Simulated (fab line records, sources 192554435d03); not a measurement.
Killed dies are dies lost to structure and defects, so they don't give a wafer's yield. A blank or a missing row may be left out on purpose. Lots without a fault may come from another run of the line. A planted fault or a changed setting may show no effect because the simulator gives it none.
Chamber matching | flow n5_finfet | N5_BEOL_M4_STRIP_36 on rie_diel-01: 4 sister chambers
The step strips in N2/H2. 20 wafers are shown with their chamber, then 10 later ones without.

WAFERS WITH THEIR CHAMBER
wafer  | chamber | throttle_valve_pct (%) | showerhead_plenum_p_Torr (Torr) | drypump_motor_current_A (A)
L076.2 | 3       | 23.74                  | 2.64                            | 5.7
L076.4 | 2       | 23.88                  | 2.53                            | 5.1
L076.6 | 2       | 23.88                  | 2.53                            | 5.1
L078.3 | 0       | 23.79                  | 2.51                            | 6.4
L078.4 | 2       | 23.87                  | 2.53                            | 5.1
L078.5 | 0       | 23.80                  | 2.51                            | 6.3
L080.3 | 1       | 24.37                  | 2.44                            | 5.2
L080.4 | 3       | 23.76                  | 2.64                            | 5.7
L080.5 | 1       | 24.41                  | 2.44                            | 5.2
L082.2 | 3       | 23.77                  | 2.64                            | 5.8
L082.3 | 1       | 24.39                  | 2.44                            | 5.2
L082.6 | 3       | 23.78                  | 2.64                            | 5.7
L084.4 | 3       | 23.76                  | 2.64                            | 5.7
L084.5 | 1       | 24.38                  | 2.44                            | 5.2
L084.6 | 2       | 23.90                  | 2.53                            | 5.1
L086.3 | 2       | 23.89                  | 2.53                            | 5.1
L086.4 | 0       | 23.79                  | 2.50                            | 6.3
L086.5 | 3       | 23.77                  | 2.64                            | 5.8
L087.3 | 2       | 23.89                  | 2.52                            | 5.1
L087.5 | 3       | 23.77                  | 2.63                            | 5.8

SIGNATURES (means of the wafers above)
reading                  | chamber 0 | chamber 1 | chamber 2 | chamber 3 | scatter within a chamber
throttle_valve_pct       | 23.7933   | 24.3875   | 23.8850   | 23.7643   | 0.0124
showerhead_plenum_p_Torr | 2.5067    | 2.4400    | 2.5283    | 2.6386    | 0.00384
drypump_motor_current_A  | 6.333     | 5.200     | 5.100     | 5.743     | 0.0386
Rule: a wafer's distance from a chamber is the root of the sum, over the readings, of the square of ((its reading less the chamber's mean) divided by the reading's scatter). The wafer belongs to the nearest chamber; if the next one is less than 2 further off, it can't be placed. The scatter: the root of (the sum of the squares of (reading less its chamber's mean) over the shown wafers, divided by (wafers less chambers)).

WAFERS WITHOUT THEIR CHAMBER
wafer  | throttle_valve_pct (%) | showerhead_plenum_p_Torr (Torr) | drypump_motor_current_A (A)
L087.6 | 23.88                  | 2.52                            | 5.2
L091.2 | 23.78                  | 2.63                            | 5.7
L091.3 | 24.41                  | 2.43                            | 5.2
L091.6 | 24.45                  | 2.43                            | 5.2
L092.3 | 24.41                  | 2.43                            | 5.2
L092.5 | 23.97                  | 2.52                            | 5.1
L092.6 | 23.76                  | 2.63                            | 5.7
L095.2 | 23.81                  | 2.49                            | 6.4
L095.4 | 23.79                  | 2.63                            | 5.7
L095.6 | 24.46                  | 2.43                            | 5.2

WHICH CHAMBER EACH WENT THROUGH
wafer  | from the rows above | in truth
L087.6 | 2                   | 2
L091.2 | 3                   | 3
L091.3 | 1                   | 1
L091.6 | 1                   | 1
L092.3 | 1                   | 1
L092.5 | 2                   | 2
L092.6 | 3                   | 3
L095.2 | 0                   | 0
L095.4 | 3                   | 3
L095.6 | 1                   | 1
Placed correctly: 10 of 10. Can't be placed from these rows: 0. Placed wrongly: 0.
